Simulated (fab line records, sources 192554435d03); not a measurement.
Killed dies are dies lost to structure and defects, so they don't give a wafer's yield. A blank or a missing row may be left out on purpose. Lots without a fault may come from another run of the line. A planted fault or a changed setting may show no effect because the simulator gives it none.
One fault seen from 3 desks | flow n5_finfet | each desk has only its own numbers; what lay behind them comes last
Where a reading is given only as a bound, like >300, the bound stands for it, and a mean or a difference that rests on one is marked > or <: the true number lies beyond.

THE TOOL OWNER'S DESK: ald_metal-03
The tool's own readings at N5_HKMG_FIN_PWFM_ALD_03 (deposits TiN, target thk 2 nm, pulse time 1 s, purge time 3 s): means of the sampled wafers that have a number, for each lot that ran on this tool. A lot is out of limits, marked OUT, if its mean lies more than 4 standard deviations from the usual mean; the brackets give that distance.
Columns: A = heater_power_w at N5_HKMG_FIN_PWFM_ALD_03, usual 863 W; B = precursor_pulse_height_rel at N5_HKMG_FIN_PWFM_ALD_03, usual 1.001
lot  | first seen here | A   | B
L819 | day 6 15:44     | 974 | 1.004
L821 | day 7 07:19     | 776 | 1.011
L829 | day 9 04:47     | 914 | 0.988
This desk's finding: nothing out of limits on any of the 3 lots.

THE DEFECT DESK
What the inspections along the route counted, lot by lot: means of the sampled wafers that have a number. A lot is out of limits, marked OUT, if its mean lies more than 4 standard deviations from the usual mean; the brackets give that distance.
Columns: A = raw_defect_count at N5_HKMG_FIN_INSPECT_14, usual 2.1
lot  | first seen here | A
L809 | day 4 08:26     | 0.3
L810 | day 4 10:33     | 0.7
L811 | day 4 16:40     | 1.0
L812 | day 4 20:52     | 2.0
L819 | day 6 16:30     | 0.7
L820 | day 6 20:55     | 2.7
L821 | day 7 08:13     | 3.0
L829 | day 9 05:41     | >102 (>+62) OUT
L831 | day 9 20:29     | 2.3
This desk's finding: out of limits on L829; first on L829, day 9 05:41 (raw_defect_count at N5_HKMG_FIN_INSPECT_14). In limits: L809, L810, L811, L812, L819, L820, L821, L831.

THE METROLOGY DESK
What the gauges read, lot by lot, whatever tool the lot ran on: means of the sampled wafers that have a number. A lot is out of limits, marked OUT, if its mean lies more than 4 standard deviations from the usual mean; the brackets give that distance. Of its 10 readings 7 are shown: those that lie furthest out on some lot.
Columns: A = DIBL_N at N5_BEOL_M4_RC_MEAS_101, usual 36.3 mV/V; B = DIBL_P at N5_BEOL_M4_RC_MEAS_101, usual 36.2 mV/V; C = IOFF_N at N5_BEOL_M4_RC_MEAS_101, usual 0.160 nA/um; D = ION_P at N5_BEOL_M4_RC_MEAS_101, usual 463 uA/um; E = SS_N at N5_BEOL_M4_RC_MEAS_101, usual 71.4 mV/dec; F = SS_P at N5_BEOL_M4_RC_MEAS_101, usual 73.3 mV/dec; G = VT_P at N5_BEOL_M4_RC_MEAS_101, usual -250.1 mV
lot  | first seen here | A    | B    | C     | D   | E    | F    | G
L809 | day 7 19:00     | 35.3 | 34.8 | 0.153 | 458 | 71.5 | 73.3 | -252.6
L810 | day 8 13:32     | 38.5 | 37.8 | 0.174 | 467 | 72.1 | 73.6 | -247.3
L812 | day 8 15:43     | 37.4 | 37.2 | 0.168 | 466 | 71.4 | 74.1 | -246.5
L811 | day 8 18:29     | 35.3 | 35.6 | 0.154 | 460 | 71.3 | 72.7 | -250.3
L820 | day 10 22:40    | 35.1 | 36.3 | 0.145 | 463 | 71.6 | 73.7 | -249.6
L819 | day 11 04:47    | 35.9 | 35.0 | 0.144 | 461 | 71.1 | 73.0 | -249.3
L821 | day 11 06:19    | 36.7 | 36.7 | 0.157 | 454 | 71.8 | 73.4 | -253.4
L829 | day 13 08:55    | 35.0 | 35.8 | 0.134 | 463 | 70.9 | 72.3 | -250.7
L831 | day 13 20:19    | 36.7 | 37.2 | 0.177 | 469 | 71.9 | 73.9 | -248.5
This desk's finding: nothing out of limits on any of the 9 lots.

PUT TOGETHER
The defect desk could have raised an alarm at day 9 05:41, on L829.
The tool owner's desk saw nothing out of limits.
The metrology desk saw nothing out of limits.
The tool owner's desk has L829 on record, within its limits.
The metrology desk has L829 on record, within its limits.
Of the lots named, all ran N5_HKMG_FIN_PWFM_ALD_03 on ald_metal-03.

WHAT THE SIMULATOR HAD PUT IN
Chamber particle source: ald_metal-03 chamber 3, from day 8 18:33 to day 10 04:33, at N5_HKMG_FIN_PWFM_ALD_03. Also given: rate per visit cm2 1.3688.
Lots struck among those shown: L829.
Hours from the fault's start to each desk's first reading out of limits: the defect desk, 11.
